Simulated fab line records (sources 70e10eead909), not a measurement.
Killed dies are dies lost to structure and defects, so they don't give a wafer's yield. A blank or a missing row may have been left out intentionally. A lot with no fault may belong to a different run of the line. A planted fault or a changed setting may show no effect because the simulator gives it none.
Chamber matching || flow nand-harc || NHARC_P_CONTACT_DESCUM_17 on rie-diel-12 has 4 sister chambers
The step chemistry O2, time 3 s. 27 wafers are shown with their chamber, then 12 later ones without.

== WAFERS PAIRED WITH THEIR CHAMBERS ==
{"wafer": "L074.1", "chamber": 2, "showerhead-plenum-p-Torr (Torr)": 1.95, "drypump-motor-current-A (A)": 6.0, "oes-product-au (a.u.)": 1.000}
{"wafer": "L074.2", "chamber": 3, "showerhead-plenum-p-Torr (Torr)": 1.79, "drypump-motor-current-A (A)": 4.8, "oes-product-au (a.u.)": 1.004}
{"wafer": "L074.3", "chamber": 0, "showerhead-plenum-p-Torr (Torr)": 2.04, "drypump-motor-current-A (A)": 5.9, "oes-product-au (a.u.)": 1.007}
{"wafer": "L075.1", "chamber": 0, "showerhead-plenum-p-Torr (Torr)": 2.03, "drypump-motor-current-A (A)": 5.8, "oes-product-au (a.u.)": 1.000}
{"wafer": "L075.2", "chamber": 3, "showerhead-plenum-p-Torr (Torr)": 1.79, "drypump-motor-current-A (A)": 4.8, "oes-product-au (a.u.)": 1.002}
{"wafer": "L075.4", "chamber": 2, "showerhead-plenum-p-Torr (Torr)": 1.95, "drypump-motor-current-A (A)": 6.0, "oes-product-au (a.u.)": 0.998}
{"wafer": "L079.2", "chamber": 3, "showerhead-plenum-p-Torr (Torr)": 1.78, "drypump-motor-current-A (A)": 4.8, "oes-product-au (a.u.)": 1.007}
{"wafer": "L079.4", "chamber": 2, "showerhead-plenum-p-Torr (Torr)": 1.95, "drypump-motor-current-A (A)": 6.0, "oes-product-au (a.u.)": 1.001}
{"wafer": "L079.6", "chamber": 3, "showerhead-plenum-p-Torr (Torr)": 1.79, "drypump-motor-current-A (A)": 4.8, "oes-product-au (a.u.)": 1.013}
{"wafer": "L080.1", "chamber": 2, "showerhead-plenum-p-Torr (Torr)": 1.95, "drypump-motor-current-A (A)": 6.0, "oes-product-au (a.u.)": 0.994}
{"wafer": "L080.4", "chamber": 0, "showerhead-plenum-p-Torr (Torr)": 2.03, "drypump-motor-current-A (A)": 5.8, "oes-product-au (a.u.)": 1.003}
{"wafer": "L080.6", "chamber": 1, "showerhead-plenum-p-Torr (Torr)": 1.88, "drypump-motor-current-A (A)": 5.5, "oes-product-au (a.u.)": 0.989}
{"wafer": "L083.1", "chamber": 3, "showerhead-plenum-p-Torr (Torr)": 1.78, "drypump-motor-current-A (A)": 4.8, "oes-product-au (a.u.)": 1.010}
{"wafer": "L083.3", "chamber": 2, "showerhead-plenum-p-Torr (Torr)": 1.95, "drypump-motor-current-A (A)": 6.0, "oes-product-au (a.u.)": 0.995}
{"wafer": "L083.6", "chamber": 3, "showerhead-plenum-p-Torr (Torr)": 1.78, "drypump-motor-current-A (A)": 4.8, "oes-product-au (a.u.)": 1.000}
{"wafer": "L087.4", "chamber": 0, "showerhead-plenum-p-Torr (Torr)": 2.03, "drypump-motor-current-A (A)": 5.9, "oes-product-au (a.u.)": 1.001}
{"wafer": "L087.5", "chamber": 1, "showerhead-plenum-p-Torr (Torr)": 1.88, "drypump-motor-current-A (A)": 5.5, "oes-product-au (a.u.)": 0.995}
{"wafer": "L087.6", "chamber": 0, "showerhead-plenum-p-Torr (Torr)": 2.03, "drypump-motor-current-A (A)": 5.9, "oes-product-au (a.u.)": 1.001}
{"wafer": "L088.1", "chamber": 0, "showerhead-plenum-p-Torr (Torr)": 2.03, "drypump-motor-current-A (A)": 5.9, "oes-product-au (a.u.)": 0.996}
{"wafer": "L088.2", "chamber": 1, "showerhead-plenum-p-Torr (Torr)": 1.88, "drypump-motor-current-A (A)": 5.4, "oes-product-au (a.u.)": 1.002}
{"wafer": "L088.5", "chamber": 2, "showerhead-plenum-p-Torr (Torr)": 1.95, "drypump-motor-current-A (A)": 6.0, "oes-product-au (a.u.)": 1.010}
{"wafer": "L086.1", "chamber": 0, "showerhead-plenum-p-Torr (Torr)": 2.03, "drypump-motor-current-A (A)": 5.9, "oes-product-au (a.u.)": 0.997}
{"wafer": "L086.2", "chamber": 2, "showerhead-plenum-p-Torr (Torr)": 1.95, "drypump-motor-current-A (A)": 6.0, "oes-product-au (a.u.)": 1.003}
{"wafer": "L086.3", "chamber": 3, "showerhead-plenum-p-Torr (Torr)": 1.78, "drypump-motor-current-A (A)": 4.9, "oes-product-au (a.u.)": 1.002}
{"wafer": "L089.1", "chamber": 1, "showerhead-plenum-p-Torr (Torr)": 1.88, "drypump-motor-current-A (A)": 5.4, "oes-product-au (a.u.)": 0.988}
{"wafer": "L089.2", "chamber": 0, "showerhead-plenum-p-Torr (Torr)": 2.03, "drypump-motor-current-A (A)": 5.8, "oes-product-au (a.u.)": 1.001}
{"wafer": "L089.3", "chamber": 2, "showerhead-plenum-p-Torr (Torr)": 1.95, "drypump-motor-current-A (A)": 6.0, "oes-product-au (a.u.)": 1.014}

SIGNATURES, as means of the wafers listed above
{"reading": "showerhead-plenum-p-Torr", "chamber 0": 2.0312, "chamber 1": 1.8800, "chamber 2": 1.9500, "chamber 3": 1.7843, "scatter within a chamber": 0.00336}
{"reading": "drypump-motor-current-A", "chamber 0": 5.862, "chamber 1": 5.450, "chamber 2": 6.000, "chamber 3": 4.814, "scatter within a chamber": 0.0403}
{"reading": "oes-product-au", "chamber 0": 1.00075, "chamber 1": 0.99350, "chamber 2": 1.00188, "chamber 3": 1.00543, "scatter within a chamber": 0.00546}
Rule: for a wafer and a chamber, the distance is found by dividing, reading by reading, the gap between the wafer's reading and the chamber's mean by the reading's scatter, squaring, summing and taking the root. The wafer belongs to the nearest chamber; if the next one is less than 2 further off, it can't be placed. The scatter: the root of (the sum of the squares of (reading less its chamber's mean) over the shown wafers, divided by (wafers less chambers)).

== WAFERS MISSING THEIR CHAMBER ==
{"wafer": "L089.4", "showerhead-plenum-p-Torr (Torr)": 1.78, "drypump-motor-current-A (A)": 4.8, "oes-product-au (a.u.)": 1.000}
{"wafer": "L089.5", "showerhead-plenum-p-Torr (Torr)": 2.03, "drypump-motor-current-A (A)": 5.9, "oes-product-au (a.u.)": 0.999}
{"wafer": "L089.6", "showerhead-plenum-p-Torr (Torr)": 1.88, "drypump-motor-current-A (A)": 5.4, "oes-product-au (a.u.)": 1.000}
{"wafer": "L093.2", "showerhead-plenum-p-Torr (Torr)": 2.03, "drypump-motor-current-A (A)": 5.9, "oes-product-au (a.u.)": 1.021}
{"wafer": "L093.5", "showerhead-plenum-p-Torr (Torr)": 2.03, "drypump-motor-current-A (A)": 5.9, "oes-product-au (a.u.)": 1.024}
{"wafer": "L093.6", "showerhead-plenum-p-Torr (Torr)": 1.78, "drypump-motor-current-A (A)": 4.8, "oes-product-au (a.u.)": 1.010}
{"wafer": "L096.4", "showerhead-plenum-p-Torr (Torr)": 2.03, "drypump-motor-current-A (A)": 5.9, "oes-product-au (a.u.)": 1.038}
{"wafer": "L096.5", "showerhead-plenum-p-Torr (Torr)": 1.78, "drypump-motor-current-A (A)": 4.8, "oes-product-au (a.u.)": 0.999}
{"wafer": "L096.6", "showerhead-plenum-p-Torr (Torr)": 2.03, "drypump-motor-current-A (A)": 5.9, "oes-product-au (a.u.)": 1.029}
{"wafer": "L097.1", "showerhead-plenum-p-Torr (Torr)": 1.78, "drypump-motor-current-A (A)": 4.8, "oes-product-au (a.u.)": 1.006}
{"wafer": "L097.4", "showerhead-plenum-p-Torr (Torr)": 2.03, "drypump-motor-current-A (A)": 5.9, "oes-product-au (a.u.)": 1.019}
{"wafer": "L097.6", "showerhead-plenum-p-Torr (Torr)": 1.88, "drypump-motor-current-A (A)": 5.5, "oes-product-au (a.u.)": 0.974}

== CHAMBER TAKEN BY EACH ==
{"wafer": "L089.4", "from the rows above": 3, "in truth": 3}
{"wafer": "L089.5", "from the rows above": 0, "in truth": 0}
{"wafer": "L089.6", "from the rows above": 1, "in truth": 1}
{"wafer": "L093.2", "from the rows above": 0, "in truth": 0}
{"wafer": "L093.5", "from the rows above": 0, "in truth": 0}
{"wafer": "L093.6", "from the rows above": 3, "in truth": 3}
{"wafer": "L096.4", "from the rows above": 0, "in truth": 0}
{"wafer": "L096.5", "from the rows above": 3, "in truth": 3}
{"wafer": "L096.6", "from the rows above": 0, "in truth": 0}
{"wafer": "L097.1", "from the rows above": 3, "in truth": 3}
{"wafer": "L097.4", "from the rows above": 0, "in truth": 0}
{"wafer": "L097.6", "from the rows above": 1, "in truth": 1}
Placed correctly: 12 of 12. Not placeable from these rows: 0. Placed wrongly: 0.
